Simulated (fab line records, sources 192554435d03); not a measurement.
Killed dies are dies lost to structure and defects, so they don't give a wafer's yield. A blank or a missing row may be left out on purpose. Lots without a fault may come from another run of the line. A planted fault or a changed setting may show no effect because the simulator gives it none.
Split-lot experiment | flow n5_finfet | 7 lots, 21 wafers read, on a route of 1938 steps

THE SPLIT
At N5_BEOL_M9_ETCH_66 (etches SOC in N2/H2, target depth 80 nm, overetch 16 nm, time 120 s), the setting time_s was moved away from the recipe's 120 s on 4 of the 21 wafers read, by +18.3% to +22.3%. The other wafers ran this setting at the recipe's value.

The reading is taken at the split's own step.

THE READING
SiARC_of_BEOL_M9_COAT_64.thk_nm (the simulator's own value, which no gauge read), in nm, at N5_BEOL_M9_ETCH_66 (etches SOC in N2/H2, target depth 80 nm, overetch 16 nm, time 120 s). The file gives no usual value for it. The 17 wafers here that ran the recipe average 6.5 nm, standard deviation 0.22 nm.

wafer  | tool, chamber at the split | time_s as run, s | against the recipe | SiARC_of_BEOL_M9_COAT_64.thk_nm, nm | against lot-mates on the recipe
L081.1 | rie_diel-06, 2             | 120              | recipe             | 6.8                                 | -
L081.3 | rie_diel-06, 0             | 120              | recipe             | 6.6                                 | -
L081.6 | rie_diel-06, 1             | 120              | recipe             | 6.4                                 | -
L084.4 | rie_diel-06, 3             | 120              | recipe             | 6.4                                 | -
L084.5 | rie_diel-06, 1             | 141.9            | +18.3%             | 5.4                                 | -1.1
L084.6 | rie_diel-06, 0             | 120              | recipe             | 6.6                                 | -
L088.2 | rie_diel-06, 2             | 120              | recipe             | 6.8                                 | -
L088.5 | rie_diel-06, 0             | 120              | recipe             | 6.6                                 | -
L088.6 | rie_diel-06, 1             | 120              | recipe             | 6.4                                 | -
L087.1 | rie_diel-05, 2             | 120              | recipe             | 6.2                                 | -
L087.4 | rie_diel-05, 2             | 120              | recipe             | 6.2                                 | -
L087.5 | rie_diel-05, 0             | 144.7            | +20.6%             | 5.2                                 | -1.0
L089.3 | rie_diel-06, 1             | 120              | recipe             | 6.6                                 | -
L089.5 | rie_diel-06, 1             | 120              | recipe             | 6.6                                 | -
L089.6 | rie_diel-06, 2             | 120              | recipe             | 6.8                                 | -
L095.1 | rie_diel-01, 2             | 120              | recipe             | 6.6                                 | -
L095.3 | rie_diel-01, 0             | 146.8            | +22.3%             | 5.2                                 | -1.4
L095.6 | rie_diel-01, 0             | 146.8            | +22.3%             | 5.2                                 | -1.4
L097.1 | rie_diel-01, 1             | 120              | recipe             | 6                                   | -
L097.5 | rie_diel-01, 2             | 120              | recipe             | 6.6                                 | -
L097.6 | rie_diel-01, 0             | 120              | recipe             | 6.4                                 | -

THE FIT
A straight line over all 21 wafers: SiARC_of_BEOL_M9_COAT_64.thk_nm changes by -0.0601 nm for each +1% of time_s; r = -0.93; the points scatter about the line by 0.21 nm.
The same after taking each lot's own level away (the mean of its wafers on the recipe; 21 wafers): -0.0589 nm for each +1%; r = -0.96; scatter 0.15 nm.
On that fit, the largest move of time_s shifts the reading by 1.3 nm.
The lots' own levels span 6.20 to 6.67 nm, that is 2.1 times the standard deviation above.
So the lot-to-lot level changes the slope little: the two slopes agree.
Check: with one of the wafers moved furthest among these (+22.3%) left out of the fit, the line predicts -1.28 nm for it against its lot-mates. It came out at -1.4 nm against them.

OTHER SPLITS ON THESE WAFERS
These wafers also went through other splits before the reading. Each is held against what the fit with the lots' levels taken away leaves over:
other split on the same wafers             | wafers away from the commonest value | r with SiARC_of_BEOL_M9_COAT_64.thk_nm (lot level and that fit taken away)
N5_BEOL_M6_ALD_77 co_reactant_pulse_time_s | 6                                    | -0.08
N5_BEOL_M9_COAT_05 spin_rpm                | 6                                    | +0.04
N5_BEOL_M9_DESCUM_16 time_s                | 7                                    | +0.17
N5_BEOL_M9_EXPOSE_25 dose_mj               | 9                                    | -0.02

THE FILE'S OWN FIT
SiARC_of_BEOL_M9_COAT_64.thk_nm changes by -0.0573 nm for each +1% of time_s, r = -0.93.
